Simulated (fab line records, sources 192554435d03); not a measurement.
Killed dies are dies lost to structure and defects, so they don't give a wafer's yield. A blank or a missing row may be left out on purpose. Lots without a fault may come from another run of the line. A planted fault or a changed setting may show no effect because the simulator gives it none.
Chamber matching | flow n5_finfet | N5_GATE_CUT_ETCH_28 on rie_diel-01: 4 sister chambers
The step etches underlayer in N2/H2, target depth 13 nm, time 10.4 s. 4 wafers are shown with their chamber, then 9 later ones without.

WAFERS WITH THEIR CHAMBER
wafer  | chamber | showerhead_plenum_p_Torr (Torr)
L081.5 | 1       | 2.71
L090.3 | 0       | 2.70
L090.5 | 2       | 2.51
L090.6 | 3       | 2.59

WAFERS WITHOUT THEIR CHAMBER
wafer  | showerhead_plenum_p_Torr (Torr)
L091.2 | 2.59
L091.4 | 2.70
L091.5 | 2.59
L095.3 | 2.58
L095.4 | 2.58
L095.5 | 2.69
L096.3 | 2.58
L096.4 | 2.69
L096.5 | 2.51

WHICH CHAMBER EACH WENT THROUGH
wafer  | from the rows above     | in truth
L091.2 | 3                       | 3
L091.4 | can't be placed: 0 or 1 | 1
L091.5 | 3                       | 3
L095.3 | 3                       | 3
L095.4 | 3                       | 3
L095.5 | can't be placed: 0 or 1 | 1
L096.3 | 3                       | 3
L096.4 | can't be placed: 0 or 1 | 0
L096.5 | 2                       | 2
Placed correctly: 6 of 9. Can't be placed from these rows: 3 (the true chamber is among the candidates in 3). Placed wrongly: 0.
How it was worked out, from the rows above alone: a wafer's distance from a chamber is the root of the sum, over the readings, of the square of ((its reading less the chamber's mean) divided by the reading's scatter). The wafer belongs to the nearest chamber; if the next one is less than 2 further off, it can't be placed. A chamber's mean is the mean of its shown wafers. The scatter: with one shown wafer a chamber, the root of the mean of the squares of how far each hidden wafer lies from its nearest shown one.
